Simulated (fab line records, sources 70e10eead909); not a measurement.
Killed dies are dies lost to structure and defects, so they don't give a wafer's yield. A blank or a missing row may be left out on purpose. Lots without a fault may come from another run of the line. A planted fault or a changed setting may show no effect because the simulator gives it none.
fab line records | flow nand_harc
record lots=12 wafers=36 last_day=30
route steps=1302 shown A_CHANNEL_HOLE_D1@451 END@1302
lots that met no fault: from a run of the same line without faults
start_h: hours from the record's first day to the start of the lot's first wafer shown | wait_h: hours since the lot's step before | " the same as in the row above | L1.1+2: a row that stands for several wafers | - no value, or no start given | * or withheld: withheld | < > ~ a bound
route shown NAME@n: a module of which the file shows steps, and the number in the route of the first | usual: mean/standard deviation of fault-free wafers | same: alike in all rows | chamber/n: place in a boat | sites: the reading at each site | _std_site: their standard deviation | _edge_site: outer sites' mean less inner sites' | radius_mm: how far each site lies from the wafer's centre | mask NAME#n: copy n | behind: the tool/chamber that last shaped the wafer | hold: why the lot was held/for how many hours/how that ended | device: the transistor (n, p or np) that didn't switch | end of line: the same wafers' tests at the end of the route | a step without rows: its recipe alone | killed: dies lost to structure and defects at the first sort, not the wafer's yield | map: a wafer's dies, x killed, . not, _ none there
set.NAME: the setting as run; set.NAME@STEP: as run at that earlier step | model.NAME: the simulator's own value behind a step, which no gauge read
steps of the route over a sample of lots; a table a step, a row a wafer
services: from which hour (start_h, from the record's first day; less than 0 if before it) a tool's chamber was out of use, for how many hours, and why
## steps
# step NHARC_A_CHANNEL_HOLE_D1_DEP_01
# recipe target_thk_a=1400 target_thk_nm=140 temp_c=400 pressure_torr=3.5 flow_sccm=200 rf_w=350 material=SiON
# usual heater_power_w=750/70
# columns lot.wafer tool chamber start_h wait_h heater_power_w since_wet_clean_h
L756.2 pecvd-04 1 182.93 1.3 754 82
L756.3 " 2 " " 741 82
L756.6 " 0 " " 730 -
L757.1 pecvd-01 2 187.48 1.6 846 44
L757.3 " 0 " " 787 44
L757.6 " 0 " " 788 -
L758.3 pecvd-01 2 200.52 1.0 848 57
L758.5 " 2 " " 688 -
L758.6 " 0 " " 709 -
L759.1 pecvd-02 1 215.75 1.6 777 157
L759.3 " 1 " " 781 -
L759.5 " 0 " " 863 -
L760.2 pecvd-01 2 221.86 1.3 777 79
L760.1 " 0 " " 755 79
L760.5 " 1 " " 647 -
L762.1 pecvd-04 0 239.57 1.6 761 138
L762.3 " 1 " " 710 138
L762.5 " 2 " " 760 -
L766.2 pecvd-02 0 273.13 1.3 877 33
L766.5 " 0 " " 869 -
L766.4 " 1 " " 665 -
L767.2 pecvd-01 1 286.02 1.3 653 143
L767.1 " 2 " " 689 143
L767.6 " 0 " " 742 -
L768.2 pecvd-02 0 300.29 1.3 846 60
L768.3 " 2 " " 698 60
L768.4 " 0 " " 871 -
L770.1 pecvd-02 0 322.48 1.6 846 82
L770.3 " 1 " " 751 82
L770.5 " 0 " " 816 -
L772.2 pecvd-04 1 343.65 1.3 823 61
L772.1 " 0 " " 869 62
L772.6 " 2 " " 679 -
L773.2 pecvd-01 2 351.17 1.3 806 27
L773.5 " 0 " " 640 -
L773.4 " 1 " " 606 -
# step NHARC_A_CHANNEL_HOLE_D1_CD_MEAS_10
# recipe target_cd_nm=100 landing_energy_ev=500
# usual cd_nm=100.2/0.46
# columns lot.wafer tool chamber start_h wait_h cd_nm
L756.2 cd_sem-01 0 183.66 - 100.5
L756.3 " 0 " " 100.5
L756.6 " 0 " " 100.7
L757.1 cd_sem-03 0 188.20 - 100.1
L757.3 " 0 " " 101.0
L757.6 " 0 " " 100.1
L758.3 cd_sem-03 0 201.28 - 100.6
L758.5 " 0 " " 100.4
L758.6 " 0 " " 99.8
L759.1 cd_sem-01 0 216.55 - 100.7
L759.3 " 0 " " 100.5
L759.5 " 0 " " 100.8
L760.1 cd_sem-01 0 222.46 - 99.4
L760.2 " 0 " " 99.0
L760.5 " 0 " " 99.6
L762.1 cd_sem-01 0 240.17 - 100.0
L762.3 " 0 " " 100.0
L762.5 " 0 " " 100.7
L766.2 cd_sem-01 0 273.85 - 99.9
L766.4 " 0 " " 99.3
L766.5 " 0 " " 99.9
L767.1 cd_sem-01 0 286.73 - 100.4
L767.2 " 0 " " 100.5
L767.6 " 0 " " 99.9
L768.2 cd_sem-01 0 301.01 - 101.0
L768.3 " 0 " " 100.9
L768.4 " 0 " " 100.5
L770.1 cd_sem-01 0 323.20 - 100.0
L770.3 " 0 " " 99.6
L770.5 " 0 " " 100.3
L772.1 cd_sem-01 0 344.25 - 99.9
L772.2 " 0 " " 100.4
L772.6 " 0 " " 100.3
L773.2 cd_sem-03 0 351.90 - 99.9
L773.4 " 0 " " 100.1
L773.5 " 0 " " 100.0
# step NHARC_A_CHANNEL_HOLE_D1_OVL_MEAS_11
# usual overlay_x_nm=0.2/0.9 overlay_y_nm=-0.2/0.92
# columns lot.wafer tool chamber start_h wait_h overlay_x_nm overlay_y_nm
L756.2 overlay-02 - 183.74 - -0.6 -0.1
L756.3 " - " " -0.6 0.4
L756.6 " - " " -0.2 0.2
L757.1 overlay-02 - 188.29 - -0.7 -0.8
L757.3 " - " " -1.2 -0.5
L757.6 " - " " -1.6 -0.8
L758.3 overlay-02 - 201.37 - 0.9 1.8
L758.5 " - " " 1.1 1.9
L758.6 " - " " 1.1 1.2
L759.1 overlay-01 - 216.64 - 1.0 -0.1
L759.3 " - " " 1.0 0.0
L759.5 " - " " 0.7 0.5
L760.1 overlay-02 - 222.55 - 0.8 -0.9
L760.2 " - " " 0.7 -1.0
L760.5 " - " " 0.6 -0.3
L762.1 overlay-01 - 240.25 - 0.8 -0.6
L762.3 " - " " 1.0 -1.3
L762.5 " - " " 0.9 -1.2
L766.2 overlay-02 - 273.94 - 0.8 -0.6
L766.4 " - " " 0.4 -0.1
L766.5 " - " " 0.3 0.4
L767.1 overlay-02 - 286.82 - 0.7 -1.6
L767.2 " - " " 0.4 -0.8
L767.6 " - " " 0.5 -1.0
L768.2 overlay-01 - 301.10 - -0.1 1.6
L768.3 " - " " 0.1 2.2
L768.4 " - " " -0.3 1.3
L770.1 overlay-01 - 323.29 - 1.3 -1.3
L770.3 " - " " 0.6 -1.6
L770.5 " - " " 0.9 -1.4
L772.1 overlay-01 - 344.34 - -0.5 -0.1
L772.2 " - " " -0.7 0.0
L772.6 " - " " -0.8 0.0
L773.2 overlay-02 - 351.98 - -0.7 -0.5
L773.4 " - " " -0.3 -0.2
L773.5 " - " " 0.0 -1.0
# step NHARC_A_CHANNEL_HOLE_D1_ETCH_22
# recipe bias_v=3000 source_w=withheld pressure_mtorr=20 time_s=666.7 ar_flow_sccm=375 c4f8_flow_sccm=89.3 o2_flow_sccm=35.7 temp_c=-20 target_depth_a=16000 chemistry=C4F8/O2/Ar
# usual drypump_motor_current_A=5.84/0.11 mfc_ar_sccm=375.2/1.1 o2_flow_sccm=35.71/0.11 showerhead_plenum_p_Torr=3.61/0.13 throttle_valve_pct=32.155/0.0085
# columns lot.wafer tool chamber start_h wait_h drypump_motor_current_A mfc_ar_sccm o2_flow_sccm rf_hours_counter_h showerhead_plenum_p_Torr throttle_valve_pct
L756.2 har_etch-02 1 187.17 0.4 5.97 373.7 35.58 296 3.53 32.157
L756.3 " 0 " " 5.83 373.9 35.74 - 3.55 32.149
L756.6 " 1 " " 5.97 373.3 35.62 - 3.53 32.157
L757.1 har_etch-01 1 190.53 0.4 5.66 375.2 35.59 92 3.71 32.150
L757.3 " 1 " " 5.66 376.6 35.72 - 3.71 32.141
L757.6 " 1 " " 5.66 376.0 35.53 - 3.71 32.160
L758.3 har_etch-02 1 203.83 0.4 5.98 374.9 35.69 - 3.52 32.163
L758.6 " 0 " " 5.86 375.7 35.75 - 3.54 32.159
L758.5 " 1 " " 6.00 374.3 35.71 - 3.52 32.157
L759.1 har_etch-01 0 218.79 0.4 5.76 373.6 35.75 108 3.72 32.165
L759.3 " 1 " " 5.66 374.5 35.88 - 3.70 32.173
L759.5 " 1 " " 5.68 374.5 35.87 - 3.70 32.144
L760.2 har_etch-02 1 225.58 0.4 5.97 376.6 35.69 318 3.51 32.149
L760.1 " 0 " " 5.85 375.4 35.84 318 3.54 32.159
L760.5 " 0 " " 5.87 375.2 35.65 - 3.54 32.164
L762.1 har_etch-01 0 242.60 0.4 5.83 376.1 35.73 123 3.71 32.148
L762.3 " 0 " " 5.82 376.4 35.63 - 3.71 32.158
L762.5 " 1 " " 5.67 375.8 35.73 - 3.70 32.156
L766.2 har_etch-02 1 276.14 0.4 6.00 377.4 35.68 346 3.50 32.142
L766.4 " 1 " " 5.96 373.6 35.66 - 3.50 32.154
L766.5 " 0 " " 5.85 374.4 35.77 - 3.52 32.170
L767.1 har_etch-01 1 288.97 0.4 5.67 374.2 35.63 149 3.68 32.149
L767.2 " 0 " " 5.73 375.1 35.63 149 3.70 32.141
L767.6 " 0 " " 5.78 375.8 35.74 - 3.70 32.154
L768.2 har_etch-02 0 303.63 0.4 5.83 376.6 35.91 361 3.51 32.161
L768.3 " 0 " " 5.85 376.2 35.81 - 3.51 32.152
L768.4 " 1 " " 5.96 374.6 35.62 - 3.49 32.152
L770.1 har_etch-02 1 325.52 0.4 5.98 372.8 35.75 369 3.49 32.158
L770.3 " 1 " " 5.99 376.4 35.66 - 3.49 32.140
L770.5 " 1 " " 5.99 374.4 35.67 - 3.49 32.147
L772.2 har_etch-02 0 346.70 0.4 5.82 376.0 35.86 380 3.50 32.155
L772.1 " 1 " " 5.99 375.6 35.68 380 3.48 32.161
L772.6 " 1 " " 5.93 374.3 35.62 - 3.48 32.161
L773.2 har_etch-02 0 358.96 0.4 5.86 374.9 35.71 391 3.50 32.162
L773.4 " 0 " " 5.86 374.7 35.80 - 3.50 32.153
L773.5 " 1 " " 5.97 373.3 35.81 - 3.48 32.153
# step NHARC_A_CHANNEL_HOLE_D1_INSPECT_40
# usual raw_defect_count=78/24
# columns lot.wafer tool chamber start_h wait_h raw_defect_count
L756.2 defect_inspect-02 - 192.10 - 94
L756.3 " - " " 89
L756.6 " - " " 84
L757.1 defect_inspect-02 - 195.31 - 56
L757.3 " - " " 82
L757.6 " - " " 48
L758.3 defect_inspect-01 - 208.42 - 95
L758.5 " - " " 92
L758.6 " - " " 70
L759.1 defect_inspect-02 - 223.67 - 23
L759.3 " - " " 46
L759.5 " - " " 31
L760.1 defect_inspect-02 - 230.41 - 109
L760.2 " - " " 88
L760.5 " - " " 110
L762.1 defect_inspect-02 - 247.32 - 46
L762.3 " - " " 65
L762.5 " - " " 58
L766.2 defect_inspect-02 - 281.00 - 82
L766.4 " - " " 69
L766.5 " - " " 82
L767.1 defect_inspect-01 - 293.86 - 52
L767.2 " - " " 53
L767.6 " - " " 43
L768.2 defect_inspect-02 - 308.52 - 73
L768.3 " - " " 87
L768.4 " - " " 80
L770.1 defect_inspect-01 - 330.36 - 81
L770.3 " - " " 83
L770.5 " - " " 77
L772.1 defect_inspect-02 - 351.54 - 106
L772.2 " - " " 453
L772.6 " - " " 92
L773.2 defect_inspect-01 - 363.78 - 419
L773.4 " - " " 444
L773.5 " - " " 99
# step NHARC_END_SORT_01
# recipe temp_c=25
# usual killed_at_array=65/19 killed_at_other=0.9/1.1 killed_at_periphery=3.5/2.3 killed_dies=69/19 killed_open=3.2/1.8 killed_short=2.4/1.5
# same gross_dies=677
# columns lot.wafer tool chamber start_h wait_h killed_at_array killed_at_other killed_at_periphery killed_dies killed_open killed_short
L772.1 prober-01 0 722.63 2.5 101 0 6 107 2 2
L772.2 prober-01 0 723.42 2.8 141 0 4 145 2 2
L772.6 prober-01 0 726.59 4.0 86 0 9 95 2 4
L773.2 prober-02 0 727.22 2.8 138 4 3 145 2 2
L773.4 prober-02 0 728.83 3.4 149 4 2 155 2 1
L773.5 prober-02 0 729.64 3.7 89 0 6 95 7 3
# killed by level:class
L772.1 A_CHANNEL_HOLE_D1:chamber_film_flake=37 A_SLIT:chamber_film_flake=33 A_CHANNEL_HOLE_D2:chamber_film_flake=21 P_BONDPAD:chamber_film_flake=5 A_CONTACT:chamber_film_flake=3 A_DECK1_JOINT:chamber_film_flake=2 A_STAIRCASE:chamber_film_flake=2 P_GATE:geometric_particle:open=1
L772.2 A_CHANNEL_HOLE_D1:unspecified=63 A_SLIT:chamber_film_flake=37 A_CHANNEL_HOLE_D2:chamber_film_flake=21 A_CHANNEL_HOLE_D1:chamber_film_flake=11 P_BONDPAD:chamber_film_flake=4 A_CONTACT:chamber_film_flake=3 A_M0:geometric_particle:short=2 A_WL_FILL:geometric_particle:open=1
L772.6 A_CHANNEL_HOLE_D1:chamber_film_flake=32 A_SLIT:chamber_film_flake=30 A_CHANNEL_HOLE_D2:chamber_film_flake=18 P_BONDPAD:chamber_film_flake=5 A_CHANNEL_FILL_D2:geometric_particle:short=2 A_WL_FILL:geometric_particle:short=2 P_M0:geometric_particle:open=1 A_M0:geometric_particle:open=1
L773.2 A_CHANNEL_HOLE_D1:unspecified=62 A_SLIT:chamber_film_flake=30 A_CHANNEL_HOLE_D2:chamber_film_flake=26 A_CHANNEL_HOLE_D1:chamber_film_flake=12 A_CONTACT:chamber_film_flake=4 P_GATE:chamber_film_flake=2 A_STAIRCASE:chamber_film_flake=2 THIN_TSV:chamber_film_flake=2
L773.4 A_CHANNEL_HOLE_D1:unspecified=73 A_SLIT:chamber_film_flake=36 A_CHANNEL_HOLE_D2:chamber_film_flake=20 A_CHANNEL_HOLE_D1:chamber_film_flake=8 A_CONTACT:chamber_film_flake=7 THIN_TSV:chamber_film_flake=4 P_M0:chamber_film_flake=2 A_CHANNEL_FILL_D2:geometric_particle:open=1
L773.5 A_CHANNEL_HOLE_D1:chamber_film_flake=29 A_SLIT:chamber_film_flake=25 A_CHANNEL_HOLE_D2:chamber_film_flake=15 A_CONTACT:chamber_film_flake=7 A_STAIRCASE:chamber_film_flake=3 P_M0:chamber_film_flake=2 P_M0:geometric_particle:open=1 P_M2:geometric_particle:short=1
## services
# columns tool chamber start_h hours kind
pecvd-01 2 173.07 4.6 repair
pecvd-02 2 213.21 6.0 repair
pecvd-02 - 227.09 13.0 pm
pecvd-02 0 227.09 13.0 vent_cycle
pecvd-02 1 227.09 13.0 vent_cycle
pecvd-02 2 227.09 13.0 vent_cycle
pecvd-02 0 240.09 - clean
pecvd-02 1 240.09 - clean
pecvd-02 2 240.09 - clean
pecvd-01 - 263.20 0.7 repair
pecvd-04 - 269.22 13.0 pm
pecvd-04 0 269.22 13.0 vent_cycle
pecvd-04 1 269.22 13.0 vent_cycle
pecvd-01 - 296.58 1.5 repair
pecvd-04 - 297.73 1.5 repair
pecvd-01 - 311.22 13.0 pm
pecvd-01 0 311.22 13.0 vent_cycle
pecvd-01 1 311.22 13.0 vent_cycle
pecvd-01 2 311.22 13.0 vent_cycle
pecvd-01 0 324.22 - clean
pecvd-01 1 324.22 - clean
pecvd-01 2 324.22 - clean
pecvd-04 - 328.28 5.0 repair
pecvd-02 1 331.67 18.1 repair
## key
first_sign step=NHARC_A_CHANNEL_HOLE_D1_INSPECT_40 reading=raw_defect_count direction=up sigmas=15 usual=78 struck=439
effect step=NHARC_END_SORT_01 reading=killed_dies direction=up sigmas=4.1 usual=69 struck=148
more_kills_born_at NHARC_A_CHANNEL_HOLE_D1_ETCH_22@har_etch-02=134
met_at NHARC_A_CHANNEL_HOLE_D1_ETCH_22
struck_lots L772,L773
struck_wafers L772.2,L773.2,L773.4
tester_left_out L772,L773
not_acting_at NHARC_A_CHANNEL_HOLE_D1_DEP_01,NHARC_A_CHANNEL_HOLE_D1_CD_MEAS_10,NHARC_A_CHANNEL_HOLE_D1_OVL_MEAS_11
onset_between 303.63 346.70
fault kind=chamber_particle_source tool=har_etch-02 chamber=0 onset_h=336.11 steps=NHARC_A_CHANNEL_HOLE_D1_ETCH_22 rate_per_visit_cm2=0.50162 end_h=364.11
# tester_left_out: of these lots the tester's yield and bins aren't shown, on N5 and GAA mostly nor the transistor test; their killed dies are dies lost to structure and defects alone, not to doping, threshold or leakage, so they don't give the yield
